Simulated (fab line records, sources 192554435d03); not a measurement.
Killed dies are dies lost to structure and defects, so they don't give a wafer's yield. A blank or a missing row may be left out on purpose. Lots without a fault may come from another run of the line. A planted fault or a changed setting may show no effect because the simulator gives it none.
Split-lot experiment | flow n5_finfet | 7 lots, 21 wafers read, on a route of 1938 steps

THE SPLIT
At N5_SDB_EXPOSE_08 (exposes mask SDB), the setting dose_mj was moved away from the recipe's 49.6 on 7 of the 21 wafers read, by -6.9% to +5.8%. The other wafers ran this setting at the recipe's value.

FROM THE SPLIT TO THE READING: what the file shows between them, 2 steps
- N5_SDB_PEB_09: peb time 60 s
- N5_SDB_DEVELOP_10: develop time 30 s

THE READING
cd_nm, in nm, at N5_SDB_CD_MEAS_11 (target cd 50 nm). Fault-free wafers of this fab line usually give 50.2 nm, standard deviation 0.85 nm.

wafer  | tool, chamber at the split | dose_mj as run | against the recipe | cd_nm, nm | against lot-mates on the recipe
L079.1 | arfi_scanner-03, 0         | 49.6           | recipe             | 48.7      | -
L079.2 | arfi_scanner-03, 0         | 50.9           | +2.6%              | 52.5      | +3.8
L079.6 | arfi_scanner-03, 0         | 50.9           | +2.6%              | 53.3      | +4.6
L081.3 | arfi_scanner-01, 0         | 52.48          | +5.8%              | 56.7      | +6.1
L081.5 | arfi_scanner-01, 0         | 49.6           | recipe             | 50.6      | -
L081.6 | arfi_scanner-01, 0         | 52.48          | +5.8%              | 56.7      | +6.1
L082.1 | arfi_scanner-01, 0         | 49.6           | recipe             | 50.9      | -
L082.2 | arfi_scanner-01, 0         | 49.6           | recipe             | 50.4      | -
L082.3 | arfi_scanner-01, 0         | 46.16          | -6.9%              | 43.1      | -7.5
L086.3 | arfi_scanner-03, 0         | 49.6           | recipe             | 50.8      | -
L086.5 | arfi_scanner-03, 0         | 49.6           | recipe             | 49.1      | -
L086.6 | arfi_scanner-03, 0         | 49.6           | recipe             | 50.0      | -
L088.1 | arfi_scanner-03, 0         | 49.6           | recipe             | 50.3      | -
L088.2 | arfi_scanner-03, 0         | 49.6           | recipe             | 49.9      | -
L088.4 | arfi_scanner-03, 0         | 48.04          | -3.1%              | 47.2      | -2.9
L093.3 | arfi_scanner-01, 0         | 49.6           | recipe             | 51.6      | -
L093.4 | arfi_scanner-01, 0         | 49.6           | recipe             | 51.0      | -
L093.5 | arfi_scanner-01, 0         | 49.6           | recipe             | 50.9      | -
L095.1 | arfi_scanner-02, 0         | 51.1           | +3.0%              | 53.7      | +3.7
L095.2 | arfi_scanner-02, 0         | 49.6           | recipe             | 50.4      | -
L095.4 | arfi_scanner-02, 0         | 49.6           | recipe             | 49.6      | -

THE FIT
A straight line over all 21 wafers: cd_nm changes by +1.06 nm for each +1% of dose_mj; r = +0.97; the points scatter about the line by 0.67 nm.
The same after taking each lot's own level away (the mean of its wafers on the recipe; 21 wafers): +1.11 nm for each +1%; r = +0.98; scatter 0.57 nm.
On that fit, the largest move of dose_mj shifts the reading by 7.7 nm.
The lots' own levels span 48.70 to 51.17 nm, that is 2.9 times the standard deviation above.
So the lot-to-lot level changes the slope little: the two slopes agree.
Check: with one of the wafers moved furthest among these (-6.9%) left out of the fit, the line predicts -7.52 nm for it against its lot-mates. It came out at -7.55 nm against them.

THE FILE'S OWN FIT
cd_nm changes by +1.11 nm for each +1% of dose_mj, r = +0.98.
